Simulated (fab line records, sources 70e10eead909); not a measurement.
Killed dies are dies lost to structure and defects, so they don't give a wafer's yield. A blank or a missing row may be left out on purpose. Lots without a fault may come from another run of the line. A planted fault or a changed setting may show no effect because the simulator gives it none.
Problem report in the 8D (eight disciplines) form, filled by code | flow nand_harc | the parts of the form that need people (team, actions taken, sign-off) are left out

1. THE PROBLEM
killed_at_array at NHARC_END_SORT_01 reads a mean of 672 on 6 wafers of 2 lots; wafers without a fault read 58 with a standard deviation of 20. That is +31 standard deviations from the usual mean.
First seen on wafer L146.3, day 31 12:00, on prober-01. The record holds 36 wafers of 12 lots with a number at this step. Rule for "out", or "out of limits": more than 4 standard deviations from the usual mean. The other wafers with a number count as sound.

2. WHAT IT IS AND WHAT IT IS NOT
question                    | is                                                 | is not
which readings at this step | killed_at_array, defect_limited_yield, killed_dies | killed_at_other, killed_at_periphery, killed_open, killed_short
which lots                  | L146, L149                                         | L132, L133, L135, L137, L138, L139, L144, L152, L153, L155
which wafers of those lots  | all that have a number                             | -
read on which gauges        | prober-01, prober-02                               | -
when                        | from day 31 12:00                                  | up to then (21 sound wafers); but 9 sound wafers of L152, L153, L155 came after

3. SUSPECTS, AND WHAT RULES EACH OUT
Counting: a tool at a process step up to the reading stays a suspect if it ran every lot that is out and no sound lot after the first of them.
- the gauge at NHARC_END_SORT_01: ruled out. The wafers that are out were read on 2 gauges (prober-01, prober-02).
- rie_diel-08 at NHARC_A_BONDPAD_ETCH_12 (etches the open film in CHF3/O2, target depth 220 nm, time 110 s): ruled out as a lasting fault. Sound lots L152 ran on it after its first lot that is out, L149 (day 30 01:56).
Left after counting: nothing in the record.

4. THE CAUSE (what the simulator had put in)
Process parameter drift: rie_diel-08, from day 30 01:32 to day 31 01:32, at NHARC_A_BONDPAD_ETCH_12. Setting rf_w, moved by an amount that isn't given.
Counting ruled it out, wrongly: the rule takes a fault to strike every lot that its tool runs from its start on, and this one did not.

5. THE CHAIN OF EFFECTS, in route order
Each row: a reading whose mean over the struck wafers that have a number lies more than 3 standard deviations from the usual. Only readings for which the record gives a usual standard deviation are gone through. hours: the time from each lot's start at the first step in this table that gives one to its start at this step, as a median over the lots. sigmas: the change in usual standard deviations.
hours | step                    | reading              | usual      | on struck wafers | change | sigmas
0     | NHARC_A_BONDPAD_ETCH_12 | oes_product_au       | 0.946 a.u. | 0.722            | -0.224 | -10
0     | NHARC_A_BONDPAD_ETCH_12 | rf_fwd_power_W       | 497.3 W    | 297.7            | -199.6 | -99 or more
34    | NHARC_END_SORT_01       | defect_limited_yield | 90.7 %     | 0.0              | -90.7  | -30
34    | NHARC_END_SORT_01       | killed_at_array      | 58         | 672              | +614   | +31
34    | NHARC_END_SORT_01       | killed_dies          | 63         | 677              | +614   | +31
The process steps in it:
- NHARC_A_BONDPAD_ETCH_12: etches the open film in CHF3/O2, target depth 220 nm, time 110 s.

6. WHAT WOULD HAVE CAUGHT IT SOONER
In this record the first reading out of limits at a measuring or inspecting step was taken at day 31 12:00, 34 hours after the fault began at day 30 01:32.
The tool's own readings at NHARC_A_BONDPAD_ETCH_12 were out on every struck wafer that the step has a row for (oes_product_au, rf_fwd_power_W): an alarm limit on them would have fired on the first of those.
